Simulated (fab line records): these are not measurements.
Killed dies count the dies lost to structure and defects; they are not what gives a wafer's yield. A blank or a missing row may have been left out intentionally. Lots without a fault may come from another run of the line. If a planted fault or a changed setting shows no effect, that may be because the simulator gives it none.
fab line records ; flow n5Finfet
record: lots: 9; wafers: 25; lastDay: 20
route steps=1938 shown FIN_SAQP@112 BEOL_M4@1111 PASSIVATION@1936
lots that met no fault: taken from a fault-free run of the same line
startH: hours from the record's opening day to when the first of the lot's shown wafers began ; waitH: hours since the lot's step before ; " as in the row above ; L1.1+2: one row covering several wafers at once ; - value missing, or start not given ; * or withheld: withheld ; < > ~ a bound
route shown NAME@n: NAME is a module with steps in the file, n the number in the route of the first one ; usual: the fault-free wafers' mean and standard deviation ; same: alike in all rows ; chamber/n: place in a boat ; sites: each site's reading ; _std_site: standard deviation across them ; _edge_site: the outer-site mean with the inner-site mean subtracted ; radiusMm: how far each site lies from the wafer's centre ; mask NAME#n: copy n ; behind: the most recent tool/chamber to have shaped the wafer ; hold: reason for holding the lot/hours on hold/outcome of the hold ; device: transistor that didn't switch, given as n, p or np ; end of line: at the end of the route, the tests of the same wafers ; a step given without rows: its recipe and nothing more ; killed: dies that structure and defects cost at the first sort, which is not the same as the wafer's yield ; map: per-die view of a wafer (x killed, . not killed, _ where there is no die)
set.NAME: the setting the step ran with; set.NAME@STEP: the setting that earlier step ran with ; model.NAME: the simulator's own value behind a step, which no gauge read
one table for each step of the route and one row for each wafer, over a sample of lots
services: a tool's chamber out of use, with start hour (startH, from the record's first day; less than 0 if before it), hours out, and reason
== steps ==
step: N5_FIN_SAQP_OVL_MEAS_17
recipe: pointsPerWafer: 44
usual: FIN_CORE_OVL: 0.0/0.77
lot.wafer;tool;chamber;startH;waitH;FIN_CORE_OVL[nm]
L830.3;overlay-02;0;28.00;0.0;-0.5
L830.4;overlay-02;0;28.00;0.0;0.3
L830.6;overlay-02;0;28.00;0.0;0.5
L831.1;overlay-01;0;33.71;0.0;1.2
L831.5;overlay-01;0;33.71;0.0;1.3
L831.6;overlay-01;0;33.71;0.0;0.4
L833.1;overlay-01;0;46.55;0.0;-1.3
L833.2;overlay-01;0;46.55;0.0;0.2
L833.4;overlay-01;0;46.55;0.0;-1.1
L836.2;overlay-01;0;63.10;0.0;1.3
L836.6;overlay-01;0;63.10;0.0;1.1
L837.4;overlay-01;0;70.22;0.0;-0.5
L837.5;overlay-01;0;70.22;0.0;-0.5
L837.6;overlay-01;0;70.22;0.0;-0.1
L842.1;overlay-02;0;102.35;0.0;-1.0
L842.2;overlay-02;0;102.35;0.0;-0.2
L842.3;overlay-02;0;102.35;0.0;-1.5
L843.3;overlay-01;0;106.46;0.0;-1.4
L843.4;overlay-01;0;106.46;0.0;-1.7
L851.3;overlay-01;0;154.23;0.0;-0.4
L851.4;overlay-01;0;154.23;0.0;-1.3
L851.5;overlay-01;0;154.23;0.0;-0.3
L852.3;overlay-01;0;159.70;0.0;-0.4
L852.4;overlay-01;0;159.70;0.0;-0.9
L852.6;overlay-01;0;159.70;0.0;-1.2
step: N5_FIN_SAQP_ETCH_51
recipe: chemistry: CF4; target: SiARC; targetDepthA: 455; maskMaterial: CAR-ArF; timeS: 75.8; ionEnergyEv: 80; pressureMtorr: 40; sourceW: 545; biasW: 36; Ar_flow_sccm: 100; cf4FlowSccm: 100; ends: cleared
usual: chamberPressureMTorr: 40.00/0.035; drypumpMotorCurrentA: 5.9/0.58; etchRfOnTimeS: 75.9/1.7; oesProductAu: 0.67/0.081; rfVppV: 183.7/1.2; showerheadPlenumPTorr: 2.12/0.08; throttleValvePct: 15.52/0.25
lot.wafer;tool;chamber;startH;waitH;chamberPressureMTorr;drypumpMotorCurrentA;etchRfOnTimeS;oesProductAu;rfHoursCounterH;rfVppV;showerheadPlenumPTorr;throttleValvePct
L830.3;rieDiel-05;3;28.09;0.0;40.01;5.3;76.5;0.66;135;185.0;2.15;15.30
L830.4;rieDiel-05;1;28.09;0.0;40.02;5.1;76.1;0.65;160;183.5;2.13;15.35
L830.6;rieDiel-05;2;28.09;0.0;39.98;5.8;74.8;0.79;-;184.7;2.17;15.06
L831.1;rieDiel-05;3;33.80;0.0;39.96;5.3;76.3;0.65;138;184.8;2.15;15.31
L831.5;rieDiel-05;2;33.80;0.0;40.00;5.8;75.8;0.78;-;185.5;2.17;15.07
L831.6;rieDiel-05;1;33.80;0.0;39.95;5.1;75.8;0.65;-;184.8;2.13;15.38
L833.1;rieDiel-05;3;46.65;0.0;40.03;5.3;77.9;0.65;142;184.3;2.15;15.32
L833.2;rieDiel-05;2;46.65;0.0;40.01;5.8;76.1;0.77;27;183.6;2.17;15.10
L833.4;rieDiel-05;3;46.65;0.0;40.05;5.3;76.5;0.65;-;182.9;2.15;15.32
L836.2;rieDiel-03;0;63.19;0.0;39.99;4.9;77.6;0.62;166;184.4;2.13;15.31
L836.6;rieDiel-03;0;63.19;0.0;39.99;5.0;77.4;0.62;-;183.2;2.13;15.33
L837.4;rieDiel-02;2;70.34;0.0;40.02;6.5;76.5;0.69;-;183.3;2.05;15.40
L837.5;rieDiel-02;3;70.34;0.0;40.03;6.8;73.3;0.77;-;184.2;2.26;15.52
L837.6;rieDiel-02;1;70.34;0.0;39.99;5.6;78.5;0.58;-;182.5;2.11;15.65
L842.1;rieDiel-02;2;102.65;0.0;40.07;6.5;75.7;0.68;120;183.5;2.05;15.43
L842.2;rieDiel-02;3;102.65;0.0;40.03;6.8;72.8;0.74;44;185.1;2.25;15.53
L842.3;rieDiel-02;1;102.65;0.0;39.98;5.6;75.4;0.84;1;183.3;2.10;15.14
L843.3;rieDiel-05;3;106.59;0.0;39.98;5.3;77.0;0.64;162;183.8;2.14;15.37
L843.4;rieDiel-05;1;106.59;0.0;39.98;5.2;76.9;0.62;188;183.6;2.12;15.41
L851.3;rieDiel-03;3;154.41;0.0;40.07;5.9;74.0;0.58;241;183.0;2.02;15.64
L851.4;rieDiel-03;2;154.41;0.0;40.02;5.7;76.8;0.56;249;182.0;2.03;15.87
L851.5;rieDiel-03;3;154.41;0.0;39.97;5.9;74.9;0.58;-;183.5;2.02;15.65
L852.3;rieDiel-05;1;159.85;0.0;39.95;5.1;77.0;0.61;204;183.7;2.11;15.45
L852.4;rieDiel-05;2;159.85;0.0;39.96;5.8;75.1;0.72;63;184.0;2.15;15.14
L852.6;rieDiel-05;0;159.85;0.0;40.05;6.4;77.7;0.58;-;182.9;2.03;16.11
step: N5_FIN_SAQP_MANDREL_ETCH_22
recipe: targetDepthA: 600; chemistry: HBr/Cl2; target: a-Si; stopOn: SiNx; btTimeS: 10; overEtchFrac: 0.5; timeS: 30; pressureMtorr: 10; icpW: 800; biasW: 75; HBr_flow_sccm: 150; Cl2_flow_sccm: 80; ends: endPoint
usual: chamberPressureMTorr: 9.999/0.0089; drypumpMotorCurrentA: 5.7/0.41; mfcCl2Sccm: 79.99/0.24; oesProductAu: 0.766/0.01; overEtchFrac: 0.5/0; throttleValvePct: 35.2/0.47
lot.wafer;tool;chamber;startH;waitH;chamberPressureMTorr;drypumpMotorCurrentA;mfcCl2Sccm;oesProductAu;overEtchFrac;rfHoursCounterH;throttleValvePct
L830.3;rieSi-01;0;28.34;0.0;10.003;5.8;80.07;0.786;0.5;201;35.0
L830.4;rieSi-01;3;28.34;0.0;10.000;5.9;80.23;0.779;0.5;109;35.1
L830.6;rieSi-01;1;28.34;0.0;9.995;5.2;79.77;0.780;0.5;-;36.1
L831.1;rieSi-06;2;34.05;0.0;10.008;5.7;79.65;0.771;0.5;85;35.6
L831.5;rieSi-06;2;34.05;0.0;9.985;5.7;79.78;0.766;0.5;-;35.6
L831.6;rieSi-06;1;34.05;0.0;10.005;6.4;79.67;0.760;0.5;-;35.5
L833.1;rieSi-02;0;46.90;0.0;9.974;5.0;80.18;0.768;0.5;189;35.1
L833.2;rieSi-02;1;46.90;0.0;10.002;6.5;79.96;0.771;0.5;157;34.8
L833.4;rieSi-02;2;46.90;0.0;10.013;6.0;80.32;0.754;0.5;24;35.8
L836.2;rieSi-06;2;63.44;0.0;9.999;5.7;80.22;0.761;0.5;86;35.6
L836.6;rieSi-06;2;63.44;0.0;10.000;5.7;80.08;0.774;0.5;-;35.6
L837.4;rieSi-01;1;70.56;0.0;9.989;5.2;80.00;0.769;0.5;16;36.1
L837.5;rieSi-01;0;70.56;0.0;10.010;5.8;79.89;0.776;0.5;-;35.0
L837.6;rieSi-01;3;70.56;0.0;10.006;5.9;79.78;0.787;0.5;-;35.1
L842.1;rieSi-01;3;102.90;0.0;9.993;5.9;79.47;0.758;0.5;110;35.1
L842.2;rieSi-01;2;102.90;0.0;10.004;5.7;80.12;0.769;0.49005;148;34.6
L842.3;rieSi-01;0;102.90;0.0;10.001;5.8;80.21;0.768;0.49005;0;34.9
L843.3;rieSi-01;1;106.84;0.0;10.003;5.2;80.00;0.767;0.49005;17;36.1
L843.4;rieSi-01;3;106.84;0.0;10.009;6.0;79.97;0.770;0.5;110;35.1
L851.3;rieSi-06;1;154.66;0.0;10.006;6.4;80.19;0.756;0.5;20;35.5
L851.4;rieSi-06;3;154.66;0.0;10.001;5.2;80.32;0.783;0.5;190;35.1
L851.5;rieSi-06;1;154.66;0.0;9.989;6.4;79.45;0.760;0.5;-;35.5
L852.3;rieSi-02;3;160.09;0.0;10.004;5.9;80.41;0.769;0.5;1;35.5
L852.4;rieSi-02;2;160.09;0.0;9.990;6.0;79.93;0.761;0.5;27;35.8
L852.6;rieSi-02;0;160.09;0.0;9.986;5.0;79.91;0.774;0.5;-;35.0
step: N5_FIN_SAQP_SPACER1_ALD_24
recipe: material: SiO2; targetThkA: 203; tempC: 300; aldPrecursorFamily: BDEAS; aldCoReactant: O2-plasma; pulseTimeS: 1; purgeTimeS: 2; coReactantPurgeTimeS: 2; aldCycles: 218; pressureTorr: 2
usual: heaterPowerW: 496/35; precursorPulseHeightRel: 1.003/0.021
same: coReactantPurgeTimeS: 2
lot.wafer;tool;chamber;startH;waitH;heaterPowerW;precursorPulseHeightRel
L830.3;aldSin-03;1;29.26;0.2;507;1.031
L830.4;aldSin-03;2;29.26;0.2;514;1.070
L830.6;aldSin-03;0;29.26;0.2;434;1.001
L831.1;aldSin-04;1;35.77;1.1;501;1.025
L831.5;aldSin-04;0;35.77;1.1;520;0.988
L831.6;aldSin-04;1;35.77;1.1;491;0.991
L833.1;aldSin-02;1;47.92;0.3;417;1.009
L833.2;aldSin-02;0;47.92;0.3;463;1.001
L833.4;aldSin-02;3;47.92;0.3;533;0.968
L836.2;aldSin-04;1;64.25;0.3;489;0.996
L836.6;aldSin-04;1;64.25;0.3;477;1.028
L837.4;aldSin-02;3;71.36;0.1;535;1.019
L837.5;aldSin-02;0;71.36;0.1;466;1.006
L837.6;aldSin-02;3;71.36;0.1;529;0.986
L842.1;aldSin-04;0;103.70;0.3;522;1.010
L842.2;aldSin-04;2;103.70;0.3;485;1.006
L842.3;aldSin-04;1;103.70;0.3;512;0.981
L843.3;aldSin-02;3;107.64;0.1;530;1.016
L843.4;aldSin-02;0;107.64;0.1;453;0.954
L851.3;aldSin-03;0;155.47;0.1;430;1.009
L851.4;aldSin-03;2;155.47;0.1;531;0.982
L851.5;aldSin-03;2;155.47;0.1;526;1.022
L852.3;aldSin-04;0;160.91;0.2;528;1.010
L852.4;aldSin-04;3;160.91;0.2;489;1.021
L852.6;aldSin-04;0;160.91;0.2;522;1.013
step: N5_BEOL_M4_RC_MEAS_101
usual: DIBL_N: 37.0/1.6; DIBL_P: 37.0/2.1; IOFF_N: 0.17/0.032; IOFF_P: 0.22/0.043; ION_N: 679/13; ION_P: 465/9.5; SS_N: 71.7/0.59; SS_P: 73.6/0.64; VT_N: 249/3.2; VT_P: -249/4.1
lot.wafer;tool;chamber;startH;waitH;DIBL_N[mV/V];DIBL_P[mV/V];IOFF_N[nA/um];IOFF_P[nA/um];ION_N[uA/um];ION_P[uA/um];SS_N[mV/dec];SS_P[mV/dec];VT_N[mV];VT_P[mV]
L830.3;prober-01;0;229.90;0.3;36.1;36.0;0.16;0.21;678;468;71.3;73.6;247;-248
L830.4;prober-01;0;229.90;0.3;37.5;37.2;0.19;0.23;689;465;71.9;73.3;245;-249
L830.6;prober-01;0;229.90;0.3;37.3;38.1;0.18;0.24;684;471;71.9;73.5;245;-250
L833.1;prober-02;0;237.69;0.0;39.1;40.2;0.24;0.30;680;467;72.0;74.4;245;-247
L833.2;prober-02;0;237.69;0.0;34.8;35.0;0.13;0.19;659;463;71.8;73.2;254;-249
L833.4;prober-02;0;237.69;0.0;36.4;37.1;0.18;0.23;685;468;72.3;73.3;250;-248
L831.1;prober-01;0;239.38;0.0;37.1;37.7;0.15;0.20;663;453;72.1;74.2;252;-254
L831.5;prober-01;0;239.38;0.0;36.9;37.9;0.15;0.20;678;467;71.6;74.0;253;-254
L831.6;prober-01;0;239.38;0.0;35.1;35.9;0.13;0.19;679;467;71.2;73.1;253;-250
L836.2;prober-01;0;277.87;0.2;39.5;38.6;0.20;0.24;681;461;72.1;72.5;247;-249
L836.6;prober-01;0;277.87;0.2;38.1;37.6;0.16;0.23;688;471;71.3;73.8;249;-249
L837.4;prober-01;0;295.91;0.5;38.4;38.6;0.20;0.24;692;471;71.3;73.9;246;-247
L837.5;prober-01;0;295.91;0.5;38.3;39.0;0.21;0.25;705;473;71.4;74.3;243;-247
L837.6;prober-01;0;295.91;0.5;37.5;37.0;0.18;0.22;677;462;71.6;73.4;249;-248
L842.1;prober-02;0;306.04;0.0;35.3;33.1;0.14;0.21;687;479;71.6;72.5;248;-247
L842.2;prober-02;0;306.04;0.0;36.5;34.2;0.16;0.23;680;470;71.4;73.4;251;-245
L842.3;prober-02;0;306.04;0.0;37.6;36.0;0.18;0.25;684;471;72.2;73.7;248;-245
L843.3;prober-02;0;320.45;0.3;38.4;38.5;0.21;0.31;691;481;72.2;73.4;244;-243
L843.4;prober-02;0;320.45;0.3;35.5;34.1;0.15;0.22;667;459;71.4;73.4;249;-248
L851.3;prober-02;0;375.05;0.3;38.4;39.5;0.22;0.32;700;492;71.9;74.2;243;-240
L851.4;prober-02;0;375.05;0.3;39.6;40.4;0.26;0.36;719;489;72.6;75.2;241;-240
L851.5;prober-02;0;375.05;0.3;39.7;40.2;0.25;0.35;707;487;72.2;74.7;242;-238
L852.3;prober-01;0;377.48;0.3;35.9;33.4;0.13;0.17;649;447;71.5;72.9;253;-255
L852.4;prober-01;0;377.48;0.3;35.7;34.1;0.14;0.18;667;449;71.5;73.3;248;-253
L852.6;prober-01;0;377.48;0.3;36.5;36.1;0.16;0.22;661;460;72.2;73.4;249;-251
step: N5_PASSIVATION_PROBE_49
usual: defectLimitedYield: 91.2/1.6; killed_at_M0_to_M3: 33/11; killed_at_M4_up: 14/5; killedAtContacts: 12/5.8; killedAtFrontEnd: 41/12; killedAtOther: 3.5/2.9; killedDies: 104/19; killedOpen: 68/14; killedShort: 34/8.8; sort_bin_4_leakage: 0.00/0.017; sort_bin_5_function: 5.2/1.1; sort_bin_6_memory: 3.2/0.71; sort_bin_8_speed: 0.00/0.0071; sortNPass: 1076/19; sortYieldPct: 91.2/1.6
same: grossDies: 1180; killedAtBackSide: 0
lot.wafer;tool;chamber;startH;waitH;defectLimitedYield[%];killed_at_M0_to_M3;killed_at_M4_up;killedAtContacts;killedAtFrontEnd;killedAtOther;killedDies;killedOpen;killedShort;sort_bin_4_leakage[%];sort_bin_5_function[%];sort_bin_6_memory[%];sort_bin_8_speed[%];sortNPass;sortYieldPct[%]
L830.3;prober-01;-;342.13;0.1;94.1;29;10;8;19;4;70;51;19;0;3.2;2.7;0;1110;94.1
L830.4;prober-01;-;342.18;0.2;91.5;48;13;2;33;4;100;60;39;0;4.5;3.6;0;1080;91.5
L830.6;prober-01;-;342.28;0.3;92.2;49;8;7;25;3;92;58;30;0;4.2;2.9;0;1088;92.2
L831.1;prober-01;-;349.00;0.0;90.1;30;14;12;54;7;117;79;35;0;5.7;4.0;0;1063;90.1
L831.5;prober-01;-;349.20;0.2;91.4;37;13;5;45;1;101;61;39;0;4.7;3.5;0;1079;91.4
L831.6;prober-01;-;349.25;0.3;91.0;23;8;13;56;6;106;66;40;0;5.7;3.0;0;1074;91.0
L833.1;prober-02;-;350.63;0.0;91.7;23;11;7;57;0;98;58;38;0;5.2;2.5;0;1082;91.7
L833.2;prober-02;-;350.68;0.1;90.9;35;9;10;52;1;107;59;45;0;5.5;3.2;0;1073;90.9
L833.4;prober-02;-;350.78;0.2;89.7;37;29;16;40;0;122;75;37;0;5.6;3.8;0;1058;89.7
L836.2;prober-02;-;385.76;0.1;91.9;31;11;18;35;1;96;68;28;0;4.5;3.5;0;1084;91.9
L836.6;prober-02;-;385.96;0.3;92.7;20;8;8;46;4;86;63;22;0;4.2;3.0;0;1094;92.7
L837.4;prober-02;-;398.01;0.2;90.9;23;10;24;43;7;107;70;37;0;5.0;3.6;0;1073;90.9
L837.5;prober-02;-;398.06;0.2;89.4;48;15;16;41;5;125;72;49;0;6.1;4.1;0;1055;89.4
L837.6;prober-02;-;398.11;0.3;89.0;43;7;21;55;4;130;86;44;0;7.6;3.1;0;1050;89.0
L842.1;prober-01;-;416.18;0.0;87.4;32;12;24;69;12;149;90;59;0;7.4;4.7;0;1031;87.4
L842.2;prober-01;-;416.23;0.1;90.2;43;6;23;37;7;116;70;42;0;5.2;4.2;0;1064;90.2
L842.3;prober-01;-;416.28;0.1;87.7;48;12;16;56;13;145;92;53;0;7.1;4.6;0;1035;87.7
L843.3;prober-02;-;425.06;0.1;88.1;47;21;13;54;5;140;109;30;0;6.4;5.2;0;1040;88.1
L843.4;prober-02;-;425.11;0.2;91.8;30;15;3;39;10;97;58;35;0;5.3;2.4;0;1083;91.8
L852.3;prober-01;-;480.03;0.1;88.2;41;15;12;71;0;139;86;52;0;6.6;4.9;0.08;1040;88.1
L852.4;prober-01;-;480.08;0.2;88.4;58;13;17;46;3;137;87;49;0;7.6;3.5;0;1043;88.4
L852.6;prober-01;-;480.18;0.3;89.2;53;11;8;52;3;127;79;48;0;6.8;3.9;0;1053;89.2
L851.3;prober-01;-;484.73;0.1;90.4;52;18;7;36;0;113;78;33;0;5.3;4.1;0;1067;90.4
L851.4;prober-01;-;484.78;0.2;91.4;33;18;9;42;0;102;70;31;0.08;4.8;3.4;0;1077;91.3
L851.5;prober-01;-;484.83;0.2;89.3;49;11;13;53;0;126;95;30;0;6.4;4.2;0;1054;89.3
killed by level:class
L830.3 STI_FIN_REVEAL:geometricParticle:open=10 BEOL_M2:geometricParticle:open=8 BEOL_M0_SAQP:geometricParticle:short=7 BEOL_M1:geometricParticle:open=7 MOL_CONTACT_COAG:geometricParticle:open=6 BEOL_M4:geometricParticle:open=4 BEOL_M3:geometricParticle:open=3 DUMMY_GATE:geometricParticle:open=3
L830.4 BEOL_M1:geometricParticle:open=11 FIN_SAQP:geometricParticle:open=10 BEOL_M0_SAQP:geometricParticle:short=10 BEOL_M0_SAQP:geometricParticle:open=8 FIN_SAQP:geometricParticle:short=7 BEOL_M1:geometricParticle:short=6 STARTING-WAFER:geometricParticle:open=5 STARTING-WAFER:geometricParticle:short=4
L830.6 BEOL_M2:geometricParticle:open=15 BEOL_M0_SAQP:geometricParticle:open=10 BEOL_M0_SAQP:geometricParticle:short=8 FIN_SAQP:geometricParticle:open=7 BEOL_M1:geometricParticle:open=5 STI_FIN_REVEAL:geometricParticle:short=4 MOL_CONTACT_COAG:geometricParticle:open=4 BEOL_M4:geometricParticle:open=4
L831.1 STI_FIN_REVEAL:geometricParticle:open=13 FIN_SAQP:geometricParticle:short=10 DUMMY_GATE:geometricParticle:open=8 MOL_CONTACT_COAG:geometricParticle:open=8 BEOL_M0_SAQP:geometricParticle:open=7 BEOL_M3:geometricParticle:open=7 BEOL_M2:geometricParticle:open=6 BEOL_M1:geometricParticle:open=5
L831.5 BEOL_M2:geometricParticle:open=10 FIN_SAQP:geometricParticle:short=8 BEOL_M0_SAQP:geometricParticle:short=8 FIN_SAQP:geometricParticle:open=7 BEOL_M4:geometricParticle:open=7 GATE_CUT:geometricParticle:open=6 BEOL_M1:geometricParticle:open=6 STARTING-WAFER:geometricParticle:short=6
L831.6 FIN_SAQP:geometricParticle:short=17 FIN_SAQP:geometricParticle:open=13 MOL_CONTACT_COAG:geometricParticle:open=11 STI_FIN_REVEAL:geometricParticle:open=7 BEOL_M2:geometricParticle:open=7 BEOL_M4:geometricParticle:open=6 BEOL_M2:geometricParticle:short=5 BEOL_M1:geometricParticle:open=4
L833.1 FIN_SAQP:geometricParticle:short=15 FIN_SAQP:geometricParticle:open=11 GATE_CUT:geometricParticle:short=6 BEOL_M2:geometricParticle:open=6 STI_FIN_REVEAL:geometricParticle:open=5 MOL_CONTACT_COAG:geometricParticle:open=5 STARTING-WAFER:geometricParticle:short=5 BEOL_M0_SAQP:geometricParticle:open=4
L833.2 FIN_SAQP:geometricParticle:short=20 FIN_SAQP:geometricParticle:open=11 MOL_CONTACT_COAG:geometricParticle:open=9 BEOL_M0_SAQP:geometricParticle:short=8 BEOL_M0:geometricParticle:open=6 BEOL_M0_SAQP:geometricParticle:open=6 STI_FIN_REVEAL:geometricParticle:open=4 BEOL_M3:geometricParticle:open=4
L833.4 BEOL_M4:geometricParticle:open=17 MOL_CONTACT_COAG:geometricParticle:open=11 BEOL_M2:geometricParticle:open=11 FIN_SAQP:geometricParticle:short=8 HKMG_FIN:areaEtch=7 BEOL_M1:geometricParticle:open=6 BEOL_M3:geometricParticle:open=6 DUMMY_GATE:geometricParticle:open=5
L836.2 MOL_CONTACT_COAG:geometricParticle:open=13 BEOL_M3:geometricParticle:open=9 FIN_SAQP:geometricParticle:open=6 BEOL_M1:geometricParticle:open=6 STI_FIN_REVEAL:geometricParticle:open=5 DUMMY_GATE:geometricParticle:open=5 MOL_CONTACT_COAG:geometricParticle:short=5 BEOL_M0:geometricParticle:open=5
L836.6 FIN_SAQP:geometricParticle:open=17 GATE_CUT:geometricParticle:short=9 MOL_CONTACT_COAG:geometricParticle:open=7 STI_FIN_REVEAL:geometricParticle:open=6 BEOL_M0_SAQP:geometricParticle:short=5 BEOL_M2:geometricParticle:open=5 ILD0:geometricParticle:open=4 BEOL_M4:geometricParticle:open=4
L837.4 MOL_CONTACT_COAG:geometricParticle:open=18 FIN_SAQP:geometricParticle:short=9 FIN_SAQP:geometricParticle:open=8 STI_FIN_REVEAL:geometricParticle:open=7 MOL_CONTACT_COAG:geometricParticle:short=6 BEOL_M3:geometricParticle:open=6 BEOL_M4:geometricParticle:open=5 BEOL_M0_SAQP:geometricParticle:open=4
L837.5 BEOL_M3:geometricParticle:open=13 MOL_CONTACT_COAG:geometricParticle:open=12 BEOL_M0_SAQP:geometricParticle:short=11 BEOL_M0_SAQP:geometricParticle:open=11 STI_FIN_REVEAL:geometricParticle:open=8 ILD0:geometricParticle:short=6 GATE_CUT:geometricParticle:short=6 BEOL_M3:geometricParticle:short=6
L837.6 MOL_CONTACT_COAG:geometricParticle:open=18 STI_FIN_REVEAL:geometricParticle:open=17 BEOL_M0_SAQP:geometricParticle:short=10 FIN_SAQP:geometricParticle:short=9 BEOL_M1:geometricParticle:open=9 BEOL_M0_SAQP:geometricParticle:open=8 BEOL_M3:geometricParticle:open=7 ILD0:geometricParticle:short=6
L842.1 MOL_CONTACT_COAG:geometricParticle:open=22 FIN_SAQP:geometricParticle:short=17 FIN_SAQP:geometricParticle:open=10 GATE_CUT:geometricParticle:short=10 BEOL_M0_SAQP:geometricParticle:short=9 GATE_CUT:geometricParticle:open=8 BEOL_M3:geometricParticle:open=8 DUMMY_GATE:geometricParticle:open=7
L842.2 MOL_CONTACT_COAG:geometricParticle:open=17 BEOL_M0_SAQP:geometricParticle:short=17 BEOL_M0_SAQP:geometricParticle:open=14 FIN_SAQP:geometricParticle:short=7 DUMMY_GATE:geometricParticle:open=6 MOL_CONTACT_COAG:geometricParticle:short=6 MIM_TOP_ETCH:geometricParticle:open=5 GATE_CUT:geometricParticle:short=4
L842.3 FIN_SAQP:geometricParticle:open=15 MOL_CONTACT_COAG:geometricParticle:open=15 FIN_SAQP:geometricParticle:short=14 BEOL_M0_SAQP:geometricParticle:short=13 BEOL_M2:geometricParticle:open=10 BEOL_M3:geometricParticle:open=9 BEOL_M0_SAQP:geometricParticle:open=8 GATE_CUT:geometricParticle:short=7
L843.3 FIN_SAQP:geometricParticle:open=17 BEOL_M2:geometricParticle:open=14 STI_FIN_REVEAL:geometricParticle:open=12 MOL_CONTACT_COAG:geometricParticle:open=12 BEOL_M1:geometricParticle:open=11 BEOL_M0_SAQP:geometricParticle:open=10 BEOL_M4:geometricParticle:open=7 STARTING-WAFER:geometricParticle:open=5
L843.4 FIN_SAQP:geometricParticle:open=9 BEOL_M1:geometricParticle:open=7 BEOL_M3:geometricParticle:open=7 STI_FIN_REVEAL:geometricParticle:open=6 BEOL_M4:geometricParticle:open=5 FIN_SAQP:geometricParticle:short=4 BEOL_M3:geometricParticle:short=4 HKMG_FIN:areaEtch=4
L852.3 FIN_SAQP:geometricParticle:short=15 FIN_SAQP:geometricParticle:open=10 MOL_CONTACT_COAG:geometricParticle:open=10 STI_FIN_REVEAL:geometricParticle:open=9 STARTING-WAFER:geometricParticle:open=9 BEOL_M0_SAQP:geometricParticle:open=8 BEOL_M3:geometricParticle:open=8 DUMMY_GATE:geometricParticle:open=7
L852.4 BEOL_M0_SAQP:geometricParticle:open=17 MOL_CONTACT_COAG:geometricParticle:open=14 BEOL_M0_SAQP:geometricParticle:short=12 FIN_SAQP:geometricParticle:short=10 FIN_SAQP:geometricParticle:open=10 BEOL_M2:geometricParticle:open=8 BEOL_M3:geometricParticle:open=7 DUMMY_GATE:geometricParticle:open=5
L852.6 BEOL_M0_SAQP:geometricParticle:open=18 BEOL_M0_SAQP:geometricParticle:short=18 FIN_SAQP:geometricParticle:open=13 FIN_SAQP:geometricParticle:short=9 STI_FIN_REVEAL:geometricParticle:open=9 MOL_CONTACT_COAG:geometricParticle:open=8 GATE_CUT:geometricParticle:short=7 BEOL_M3:geometricParticle:open=7
L851.3 FIN_SAQP:geometricParticle:open=14 FIN_SAQP:geometricParticle:short=10 BEOL_M0_SAQP:geometricParticle:open=10 BEOL_M3:geometricParticle:open=9 BEOL_M0_SAQP:geometricParticle:short=9 MOL_CONTACT_COAG:geometricParticle:open=7 BEOL_M1:geometricParticle:open=7 BEOL_M2:geometricParticle:open=7
L851.4 FIN_SAQP:geometricParticle:open=13 BEOL_M4:geometricParticle:open=10 STI_FIN_REVEAL:geometricParticle:open=9 MOL_CONTACT_COAG:geometricParticle:open=9 FIN_SAQP:geometricParticle:short=8 BEOL_M3:geometricParticle:open=7 BEOL_M0:geometricParticle:open=5 ILD0:geometricParticle:short=4
L851.5 FIN_SAQP:geometricParticle:open=15 BEOL_M2:geometricParticle:open=13 BEOL_M1:geometricParticle:open=11 BEOL_M0:geometricParticle:open=9 MOL_CONTACT_COAG:geometricParticle:open=9 STI_FIN_REVEAL:geometricParticle:open=8 BEOL_M0_SAQP:geometricParticle:open=8 STARTING-WAFER:geometricParticle:open=7
== services ==
tool;chamber;startH;hours;kind
rieDiel-02;1;5.13;11.9;repair
aldSin-02;2;7.79;9.6;repair
aldSin-04;0;8.01;-;clean
aldSin-04;1;8.01;-;clean
rieSi-02;1;8.36;1.0;repair
rieDiel-02;0;9.65;47.3;repair
aldSin-03;0;13.43;1.8;repair
rieSi-02;3;15.26;3.4;repair
rieDiel-03;2;21.06;2.4;repair
rieDiel-03;0;24.19;6.4;repair
aldSin-03;1;40.97;2.1;repair
rieDiel-05;0;42.29;10.2;repair
rieDiel-03;1;47.80;6.4;repair
aldSin-02;3;48.65;9.5;repair
rieDiel-02;3;56.63;1.3;repair
rieSi-01;-;65.71;4.0;pm
aldSin-04;3;85.16;20.9;repair
aldSin-02;-;85.96;6.1;pm
rieDiel-03;2;92.46;1.3;repair
aldSin-03;-;114.39;6.1;pm
rieSi-06;2;117.57;1.7;repair
rieSi-01;2;118.57;3.7;repair
rieDiel-03;-;145.13;5.1;repair
rieDiel-05;-;153.20;0.2;repair
== key ==
firstSign: step: N5_FIN_SAQP_MANDREL_ETCH_22; reading: overEtchFrac; direction: down; sigmas: 99+; usual: 0.5; struck: 0.49005
effect none on later readings
metAt N5_FIN_SAQP_MANDREL_ETCH_22
struckLots L842,L843
struckWafers L842.2,L842.3,L843.3
notActingAt N5_FIN_SAQP_OVL_MEAS_17,N5_FIN_SAQP_ETCH_51,N5_FIN_SAQP_SPACER1_ALD_24
onsetBetween 70.56 102.90
fault: kind: processParameterDrift; tool: rieSi-01; chamber: -; onsetH: 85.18; steps: N5_FIN_SAQP_MANDREL_ETCH_22; channel: overEtchFrac; offset: -0.0099539; shape: step; endH: 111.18; scope: struckWafersOnly; actsIn: theseRecipesOnly; stated: 0.5
